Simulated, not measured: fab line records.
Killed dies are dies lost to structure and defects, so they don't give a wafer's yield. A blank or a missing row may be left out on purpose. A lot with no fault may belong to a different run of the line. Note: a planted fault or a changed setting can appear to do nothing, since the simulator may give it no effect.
The tool behind it: which one? + flow n5Finfet + 72 wafers from 24 lots sampled at 2 of the route's 1938 steps

## WHAT EACH GAUGE READ, for each wafer
N5_BEOL_M14_CD_MEAS_28 targets a cd of 284.4 nm.
| lot  | measured     | on       | cdNm (nm)         |
|------|--------------|----------|-------------------|
| L074 | day 11 02:31 | cdSem-02 | 284.6 288.7 287.0 |
| L076 | day 11 09:01 | cdSem-02 | 286.4 284.4 289.5 |
| L075 | day 11 09:53 | cdSem-01 | 283.3 283.0 283.4 |
| L077 | day 11 18:12 | cdSem-03 | 287.1 286.5 285.1 |
| L078 | day 11 22:38 | cdSem-01 | 285.5 286.0 287.9 |
| L079 | day 12 00:33 | cdSem-01 | 288.6 287.1 282.3 |
| L081 | day 13 00:26 | cdSem-01 | 283.2 284.0 284.6 |
| L080 | day 13 05:37 | cdSem-02 | 284.8 283.3 284.8 |
| L082 | day 13 12:01 | cdSem-02 | 283.5 284.7 283.6 |
| L083 | day 13 21:24 | cdSem-01 | 285.0 283.6 283.3 |
| L084 | day 13 22:58 | cdSem-03 | 283.8 285.0 284.9 |
| L086 | day 14 00:57 | cdSem-01 | 285.9 285.4 282.0 |
| L085 | day 14 08:11 | cdSem-01 | 282.5 283.9 283.2 |
| L087 | day 14 20:39 | cdSem-01 | 282.4 282.9 282.3 |
| L090 | day 15 12:01 | cdSem-01 | 282.6 281.9 284.9 |
| L088 | day 15 12:46 | cdSem-03 | 286.6 285.6 285.0 |
| L091 | day 15 15:38 | cdSem-01 | 287.0 287.8 285.1 |
| L089 | day 15 17:37 | cdSem-01 | 288.2 286.9 290.8 |
| L093 | day 16 09:29 | cdSem-02 | 288.7 287.0 286.3 |
| L092 | day 16 09:41 | cdSem-03 | 285.2 284.8 283.6 |
| L094 | day 16 10:08 | cdSem-03 | 285.6 285.6 284.2 |
| L095 | day 16 19:11 | cdSem-01 | 285.9 285.1 286.8 |
| L096 | day 17 19:10 | cdSem-02 | 285.2 286.4 287.3 |
| L097 | day 17 19:37 | cdSem-01 | 284.1 286.2 284.3 |

N5_BEOL_M14_OVL_MEAS_29.
| lot  | measured     | on         | M14_OVL (nm) |
|------|--------------|------------|--------------|
| L074 | day 11 02:32 | overlay-01 | 1 -3 5       |
| L076 | day 11 09:02 | overlay-01 | 0 8 -1       |
| L075 | day 11 09:54 | overlay-01 | 4 -6 -3      |
| L077 | day 11 18:14 | overlay-01 | -11 -1 3     |
| L078 | day 11 22:40 | overlay-01 | 2 -4 0       |
| L079 | day 12 00:35 | overlay-02 | 1 -2 12      |
| L081 | day 13 00:28 | overlay-02 | 3 10 13      |
| L080 | day 13 05:38 | overlay-02 | 4 14 1       |
| L082 | day 13 12:03 | overlay-01 | -4 -4 -6     |
| L083 | day 13 21:26 | overlay-02 | 0 5 0        |
| L084 | day 13 22:59 | overlay-01 | 11 -2 12     |
| L086 | day 14 00:59 | overlay-01 | 5 -5 -6      |
| L085 | day 14 08:13 | overlay-02 | 3 4 2        |
| L087 | day 14 20:41 | overlay-02 | -4 -1 1      |
| L090 | day 15 12:03 | overlay-01 | 5 -4 0       |
| L088 | day 15 12:48 | overlay-02 | 8 2 -7       |
| L091 | day 15 15:40 | overlay-01 | -8 5 -10     |
| L089 | day 15 17:39 | overlay-01 | -2 -2 -7     |
| L093 | day 16 09:31 | overlay-02 | -2 -11 -8    |
| L092 | day 16 09:43 | overlay-02 | 12 4 13      |
| L094 | day 16 10:10 | overlay-02 | 3 7 2        |
| L095 | day 16 19:13 | overlay-01 | -12 -1 -3    |
| L096 | day 17 19:11 | overlay-01 | -1 1 5       |
| L097 | day 17 19:38 | overlay-01 | 2 6 0        |

## EACH LOT AND THE TOOL THAT RAN IT (in order: tool; ch and the chambers of the sampled wafers; start)
No process step before these readings appears in the record.

## AS READ BY THE TOOLS THEMSELVES (means over the sampled wafers that have a number; for cases with no such wafer, the mark the record gives instead)
The record holds no such reading with a usual standard deviation.

## THE ANSWER, worked out from the rows above alone
Rule: the usual values come from the lots themselves. The widest of any qualifying gaps counts: lots, ordered by their means at a reading, are off when they make up no more than a third of the lots, leave a main group of 4 or more, and stand apart from it by 3 or more times the standard deviation of that group's means. A main group is skipped when, at the precision printed for the reading in the tables above, its means are all equal. Also off: a lot with no number at a reading for which 4 or more lots have one. Where the step has rows for the other lots, those lots are counted as sound. First the gauges in route order, then the tools' own readings, where a lot's mean is used as printed above. The first step at which some lot is off is used, and at that step the reading that is off furthest; a lot without a number counts as furthest.
No lot is off on any of the readings shown, so nothing can be concluded from this.

## WHAT HAD BEEN PUT IN BY THE SIMULATOR
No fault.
